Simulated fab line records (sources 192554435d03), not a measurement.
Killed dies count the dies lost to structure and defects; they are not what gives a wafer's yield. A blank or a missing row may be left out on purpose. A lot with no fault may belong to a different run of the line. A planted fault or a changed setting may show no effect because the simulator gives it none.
fab line records    flow n5Finfet
[record] lots = 7  wafers = 39
route steps=1938 shown BEOL_M11@1575 BEOL_M13@1673
startH: hours from the record's opening day to when the first of the lot's shown wafers began    waitH: hours from the lot's prior step to this one    " unchanged from the row above    L1.1+2: a row that stands for several wafers    - no value, or no start was given    * or withheld: withheld    < > ~ a bound
route shown NAME@n: NAME is a module with steps in the file, n the number in the route of the first one    usual: mean/standard deviation of fault-free wafers    same: alike in all rows    chamber/n: place in a boat    sites: readings site by site    _std_site: standard deviation of those values    _edge_site: outer sites' mean less inner sites'    radiusMm: how far each site lies from the wafer's centre    mask NAME#n: copy n    behind: tool/chamber where the wafer was last shaped    hold: what put the lot on hold/how long, in hours/how the hold closed    device: which transistor (n, p or np) failed to switch    end of line: the tests these same wafers got at the end of their route    where a step has no rows: the recipe by itself    killed: at the first sort, the dies lost to defects and structure; wafer yield is something else    map: per-die view of a wafer (x killed, . not killed, _ where there is no die)
set.NAME: setting as actually run; set.NAME@STEP: the setting as run at that earlier step    model.NAME: the simulator's own value behind a step, which no gauge read
one table per step and one row per wafer, for lots whose settings were changed on purpose
[[steps]]
[step N5_BEOL_M11_VIA_ETCH_34]
[recipe] chemistry = C4F6/O2  target = SiCOH_lowk  targetDepthA = 1845  maskMaterial = SOC  taperDeg = 4  timeS = 69.2  ionEnergyEv = 250  pressureMtorr = 30  sourceW = 345  biasW = 185  Ar_flow_sccm = 300  C4F6_flow_sccm = 10  O2_flow_sccm = 10
lot.wafer  tool        chamber  startH  waitH  set.timeS  model.etch.depthNm  model.SOC_of_BEOL_M11_COAT_63.thkNm
L074.1     rieDiel-03  3        225.09  0.0    90.17      239.9               89.4
L074.2     "           2        "       "      90.17      237.8               89.2
L074.3     "           0        "       "      69.2       184.8               91.8
L074.4     "           1        "       "      69.2       182.9               91.8
L074.5     "           3        "       "      90.17      240.5               89
L074.6     "           2        "       "      69.2       183.7               91.6
L081.1     rieDiel-04  0        278.05  0.0    69.2       185.7               91.6
L081.2     "           2        "       "      69.2       187.6               92
L081.3     "           1        "       "      69.2       192                 91.6
L081.4     "           3        "       "      69.2       183.9               92
L081.5     "           0        "       "      69.2       184.6               92.2
L081.6     "           3        "       "      69.2       183.1               91.6
L084.1     rieDiel-01  0        302.81  0.0    69.2       189.4               91.8
L084.2     "           2        "       "      69.2       189.8               92
L084.3     "           1        "       "      34.24      93.59               96.2
L084.4     "           3        "       "      34.24      92.79               96
L084.5     "           0        "       "      34.24      92.94               96.2
L084.6     "           1        "       "      69.2       188.8               91.8
L085.1     rieDiel-01  3        312.52  0.0    57.79      157.6               93
L085.2     "           2        "       "      69.2       191                 91.4
L085.3     "           0        "       "      69.2       186.8               91.6
L085.4     "           1        "       "      57.79      158.7               92.8
L085.5     "           0        "       "      57.79      158.2               92.8
L085.6     "           3        "       "      69.2       189.9               91.4
L090.1     rieDiel-03  3        330.47  0.0    69.2       185                 91.4
L090.3     "           2        "       "      69.2       184                 91.8
L090.5     "           0        "       "      69.2       184.8               91.6
L096.1     rieDiel-01  0        366.83  0.0    91.03      247.1               89.8
L096.2     "           2        "       "      91.03      248.4               89.6
L096.3     "           3        "       "      69.2       185.1               92.6
L096.4     "           1        "       "      69.2       186.2               92.4
L096.5     "           2        "       "      69.2       188.8               91.8
L096.6     "           1        "       "      91.03      246.1               90
L095.1+5   rieDiel-03  2        367.66  0.0    69.2       181.9               91.8
L095.2     "           3        "       "      69.2       184.9               91.8
L095.3     "           1        "       "      85.77      223.1               89.8
L095.4     "           0        "       "      85.77      226.8               90
L095.6     "           3        "       "      85.77      229.3               90
[step N5_BEOL_M13_ETCH_59]
[recipe] chemistry = N2/H2  target = BARC  targetDepthA = 890  overetchA = 267  timeS = 67.9  ionEnergyEv = 200  pressureMtorr = 30  sourceW = 840  biasW = 150  n2FlowSccm = 200  h2FlowSccm = 200
lot.wafer  tool        chamber  startH  waitH  set.timeS  model.etch.depthNm  model.coat_of_BEOL_M13_COAT_04.thkNm
L074.1     rieDiel-04  0        232.88  0.0    55.14      88.73               329.2
L074.2     "           1        "       "      55.14      88.8                327.8
L074.3     "           2        "       "      55.14      88.86               329.2
L074.4     "           3        "       "      67.9       88.94               316.6
L074.5     "           3        "       "      67.9       88.8                315.2
L074.6     "           0        "       "      67.9       88.82               317.2
L081.1     rieDiel-04  0        289.06  0.0    67.9       88.68               318
L081.2     "           2        "       "      98.71      88.73               286.2
L081.3     "           1        "       "      98.71      88.61               287
L081.4     "           3        "       "      98.71      88.89               287.6
L081.5     "           1        "       "      67.9       88.9                315
L081.6     "           0        "       "      67.9       88.97               318.4
L084.1     rieDiel-03  1        312.22  0.0    67.9       89.12               318.2
L084.2     "           3        "       "      67.9       89.23               318.2
L084.3     "           2        "       "      67.9       89.29               318.6
L084.4     "           1        "       "      67.9       89.07               319.8
L084.5     "           3        "       "      67.9       89.13               318
L084.6     "           2        "       "      67.9       89.19               318.8
L085.1     rieDiel-03  0        323.81  0.0    67.9       88.91               318.8
L085.2     "           3        "       "      43.02      74.06               341.2
L085.3     "           2        "       "      67.9       88.87               318
L085.4     "           1        "       "      43.02      72.38               341.6
L085.5     "           0        "       "      67.9       88.83               317.4
L085.6     "           1        "       "      43.02      72.75               341.2
L090.1     rieDiel-01  1        340.67  0.0    67.9       88.76               318
L090.3     "           2        "       "      67.9       88.69               315.6
L090.5     "           0        "       "      67.9       89.3                318.2
L096.1     rieDiel-01  0        382.34  0.0    67.9       89.46               317
L096.2     "           1        "       "      80.92      89.32               303.4
L096.3     "           3        "       "      67.9       89.11               316
L096.4     "           2        "       "      80.92      89.39               301.6
L096.5     "           3        "       "      67.9       89.41               318
L096.6     "           2        "       "      80.92      89.46               302.2
L095.1     rieDiel-04  0        382.59  0.0    67.9       88.98               316.6
L095.2     "           2        "       "      47.8       82.69               335.2
L095.3     "           1        "       "      47.8       83.82               333.8
L095.4     "           3        "       "      67.9       89.09               315.2
L095.5     "           2        "       "      67.9       89.05               317
L095.6     "           1        "       "      47.8       84.23               335
[step N5_BEOL_M13_VIA_ETCH_16]
[recipe] chemistry = C4F8/O2/Ar  target = SiOC  pressureMtorr = 30  sourceW = 3000  biasW = 700  Ar_flow_sccm = 400  C4F8_flow_sccm = 15  O2_flow_sccm = 8  heInnerTorr = 15  heOuterTorr = 30  targetDepthA = 9217  timeS = withheld  ionEnergyEv = 250  ends = cleared
[step N5_BEOL_M13_STRIP_63]
[recipe] chemistry = N2/H2  powerW = 1000  tempC = 250  h2Frac = 0.65  overashFraction = 0.3  pressureMtorr = 1000  n2FlowSccm = 1750  h2FlowSccm = 3250
[usual] stripTimeToEndpointS = 27.4/0.98
lot.wafer  tool            chamber  startH  waitH  set.timeS@BEOL_M13_ETCH_59  stripTimeToEndpointS
L074.1     plasmaAsher-01  1        233.16  -      55.14                       31.8
L074.2     "               0        "       "      55.14                       31.4
L074.3     "               1        "       "      55.14                       32.2
L074.4     "               0        "       "      67.9                        27.8
L074.5     "               0        "       "      67.9                        27.3
L074.6     "               1        "       "      67.9                        27.2
L081.1     plasmaAsher-02  0        289.34  -      67.9                        28.3
L081.2     "               1        "       "      98.71                       18.2
L081.3     "               0        "       "      98.71                       18.8
L081.4     "               1        "       "      98.71                       18.4
L081.5     "               1        "       "      67.9                        26.7
L081.6     "               0        "       "      67.9                        26.6
L084.1     plasmaAsher-02  1        312.50  -      67.9                        28.2
L084.2     "               0        "       "      67.9                        28.4
L084.3     "               0        "       "      67.9                        28.5
L084.4     "               1        "       "      67.9                        27.8
L084.5     "               0        "       "      67.9                        26.8
L084.6     "               1        "       "      67.9                        27.2
L085.1     plasmaAsher-02  0        324.09  -      67.9                        28.4
L085.2     "               1        "       "      43.02                       34.7
L085.3     "               1        "       "      67.9                        27.4
L085.4     "               0        "       "      43.02                       33.7
L085.5     "               0        "       "      67.9                        26.9
L085.6     "               1        "       "      43.02                       34.5
L090.1     plasmaAsher-02  0        340.96  -      67.9                        28.3
L090.3     "               0        "       "      67.9                        27.0
L090.5     "               0        "       "      67.9                        27.3
L096.1     plasmaAsher-02  1        382.62  -      67.9                        29.0
L096.2     "               0        "       "      80.92                       23.9
L096.3     "               1        "       "      67.9                        27.9
L096.4     "               0        "       "      80.92                       23.1
L096.5     "               0        "       "      67.9                        28.0
L096.6     "               1        "       "      80.92                       23.4
L095.1     plasmaAsher-02  1        382.88  -      67.9                        29.0
L095.2     "               0        "       "      47.8                        34.4
L095.3     "               0        "       "      47.8                        33.2
L095.4     "               1        "       "      67.9                        28.2
L095.5     "               1        "       "      67.9                        27.8
L095.6     "               0        "       "      47.8                        33.2
[step N5_BEOL_M13_STRIP_64]
[recipe] chemistry = N2/H2  powerW = 1000  tempC = 250  h2Frac = 0.65  overashFraction = 0.3  pressureMtorr = withheld  n2FlowSccm = 1750  h2FlowSccm = 3250
[step N5_BEOL_M13_STRIP_71]
[recipe] chemistry = postEtchResidueRemover  timeS = 60  tempC = 25  removerPh = withheld  removerWaterWtPct = withheld  removerFluorideWtPct = withheld
[step N5_BEOL_M13_SRD_72]
[recipe] timeS = 30  tempC = 23  rinseLiquid = diw  dry = n2Spin  spinRpm = 1500  dryTimeS = 30
[step N5_BEOL_M13_CD_MEAS_17]
[recipe] targetCdNm = 190  polarity = opening
[usual] cdNm = 190.5/1.6
lot.wafer  tool      chamber  startH  waitH  set.timeS@BEOL_M13_ETCH_59  cdNm
L074.1     cdSem-02  -        233.37  0.0    55.14                       189.2
L074.2     "         -        "       "      55.14                       188.4
L074.3     "         -        "       "      55.14                       186.6
L074.4     "         -        "       "      67.9                        191.1
L074.5     "         -        "       "      67.9                        190.8
L074.6     "         -        "       "      67.9                        191.2
L081.1     cdSem-03  -        289.55  0.0    67.9                        -
L081.2     "         -        "       "      98.71                       198.8
L081.3     "         -        "       "      98.71                       197.6
L081.4     "         -        "       "      98.71                       -
L081.5     "         -        "       "      67.9                        192.2
L081.6     "         -        "       "      67.9                        -
L084.1     cdSem-02  -        312.71  0.0    67.9                        189.6
L084.2     "         -        "       "      67.9                        190.1
L084.3     "         -        "       "      67.9                        189.4
L084.4     "         -        "       "      67.9                        189.5
L084.5     "         -        "       "      67.9                        190.3
L084.6     "         -        "       "      67.9                        191.4
L085.1     cdSem-01  -        324.30  0.0    67.9                        191.6
L085.2     "         -        "       "      43.02                       189.0
L085.3     "         -        "       "      67.9                        190.7
L085.4     "         -        "       "      43.02                       187.6
L085.5     "         -        "       "      67.9                        193.2
L085.6     "         -        "       "      43.02                       187.5
L090.1     cdSem-01  -        341.17  0.0    67.9                        189.8
L090.3     "         -        "       "      67.9                        190.6
L090.5     "         -        "       "      67.9                        191.0
L096.1     cdSem-01  -        382.83  0.0    67.9                        188.7
L096.2     "         -        "       "      80.92                       -
L096.3     "         -        "       "      67.9                        -
L096.4     "         -        "       "      80.92                       191.2
L096.5     "         -        "       "      67.9                        187.4
L096.6     "         -        "       "      80.92                       -
L095.1     cdSem-02  -        383.09  0.0    67.9                        189.2
L095.2     "         -        "       "      47.8                        185.3
L095.3     "         -        "       "      47.8                        184.5
L095.4     "         -        "       "      67.9                        189.0
L095.5     "         -        "       "      67.9                        188.0
L095.6     "         -        "       "      47.8                        185.0
[[key]]
[split] step = N5_BEOL_M11_VIA_ETCH_34  setting = timeS  stated = 69.2  by = wafer
[response] step = N5_BEOL_M11_VIA_ETCH_34  reading = model.etch.depthNm  change = +1.88  per = 1%  r = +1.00
[response] step = N5_BEOL_M11_VIA_ETCH_34  reading = model.SOC_of_BEOL_M11_COAT_63.thkNm  change = -0.0825  per = 1%  r = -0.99
[split] step = N5_BEOL_M13_ETCH_59  setting = timeS  stated = 67.9  by = wafer
[response] step = N5_BEOL_M13_ETCH_59  reading = model.etch.depthNm  shape = bent  atLowest = 73.06  atStated = 89.02  atHighest = 88.75
[response] step = N5_BEOL_M13_ETCH_59  reading = model.coat_of_BEOL_M13_COAT_04.thkNm  change = -0.656  per = 1%  r = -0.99
[response] step = N5_BEOL_M13_STRIP_63  reading = stripTimeToEndpointS  change = *  per = 1%  r = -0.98
[response] step = N5_BEOL_M13_CD_MEAS_17  reading = cdNm  change = +0.125  per = 1%  r = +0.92
